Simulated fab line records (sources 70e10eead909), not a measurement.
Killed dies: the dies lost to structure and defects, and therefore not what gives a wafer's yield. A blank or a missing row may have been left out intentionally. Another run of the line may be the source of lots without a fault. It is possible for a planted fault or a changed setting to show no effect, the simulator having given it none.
Struck lot and sound lot, side by side -- flow nand-harc -- 14 steps out of a route of 1159
Sound: the wafers L275.1, L275.5, L275.6. Struck: wafer L284.5; the same lot's L284.2 was not struck, so it is left out; see the end for the cause.
Per side, at each step with rows, come the tool, then ch with its chambers, and then its first start. Under that, the readings that differ: sound wafers -- struck wafers -- difference of the means -- sigmas: that difference in standard deviations of wafers without a fault.
alike: same words and numbers on both sides, and readings whose means sit less than 2 such deviations apart. not compared: any withheld reading, any reading some wafer has no value for, any bound like >300 that may hide the same value, and any number with overlapping values for which the record gives no deviation.
Wherever a step has rows on one side only, a row that says differs or no value, or a row with sigmas, the two part there. Non-overlapping numbers with no deviation appear without sigmas and do not part them. A reading that every wafer of one side lacks parts them only if that side has two wafers or more.

first, 2 steps without rows for these wafers: NHARC_A_SOURCE_PLATE_CVD_03 (deposits poly-Si, target thk 200 nm, time 4000 s); NHARC_A_SOURCE_PLATE_ANNEAL_05 (time 1800 s).
NHARC_A_SOURCE_PLATE_THK_MEAS_06: measures by ellipsometry.
  struck on film-metro-01, day 11 22:25; sound on film-metro-01, day 9 13:50
  alike: thk-nm
NHARC_A_SOURCE_PLATE_INSPECT_08:
  struck on defect-inspect-01, day 11 22:29; sound on defect-inspect-01, day 9 13:56
  alike: raw-defect-count
then, 1 step without rows for these wafers: NHARC_A_ONON_D1_DEP_00 (target thk 1000 nm).
NHARC_A_ONON_D1_THK_MEAS_02: measures by ellipsometry.
  struck on film-metro-01, day 11 23:10; sound on film-metro-02, day 9 14:31
  alike: thk-nm
then, 1 step without rows for these wafers: NHARC_A_ONON_D1_DEP_03 (target thk 1000 nm).
NHARC_A_ONON_D1_THK_MEAS_05: measures by ellipsometry.
  struck on film-metro-02, day 11 23:44; sound on film-metro-02, day 9 15:05
  alike: thk-nm
then, 1 step without rows for these wafers: NHARC_A_ONON_D1_DEP_06 (target thk 1000 nm).
NHARC_A_ONON_D1_THK_MEAS_08: measures by ellipsometry.
  struck on film-metro-02, day 12 00:18; sound on film-metro-01, day 9 15:41
  alike: thk-nm
NHARC_A_ONON_D1_DEP_09: target thk 1000 nm.
  sound on pecvd-onon-04 ch 0, day 9 15:44; struck on pecvd-onon-04 ch 0, day 12 00:25
  alike: n2o-flow-sccm
NHARC_A_ONON_D1_THK_MEAS_11: measures by ellipsometry.
  struck on film-metro-02, day 12 00:52; sound on film-metro-02, day 9 16:15
reading,sound,struck,difference,sigmas
thk-nm (nm),1001 1001 1001,689,-312,-38
then, 1 step without rows for these wafers: NHARC_A_ONON_D1_DEP_12 (target thk 1000 nm).
-- record jumps: 12 days between struck wafers' starts before vs after; left off in module A_ONON_D1, resumes in module END, first step shown is number 1159 of the route --
NHARC_END_SORT_01:
  only the struck wafers appear in the record here, on prober-02 ch 0 at day 24 07:01; the sound ones have no rows

WHERE THEY PART
First at NHARC_A_ONON_D1_THK_MEAS_11; last, within this record, at NHARC_END_SORT_01.

WHY: what had been put in by the simulator
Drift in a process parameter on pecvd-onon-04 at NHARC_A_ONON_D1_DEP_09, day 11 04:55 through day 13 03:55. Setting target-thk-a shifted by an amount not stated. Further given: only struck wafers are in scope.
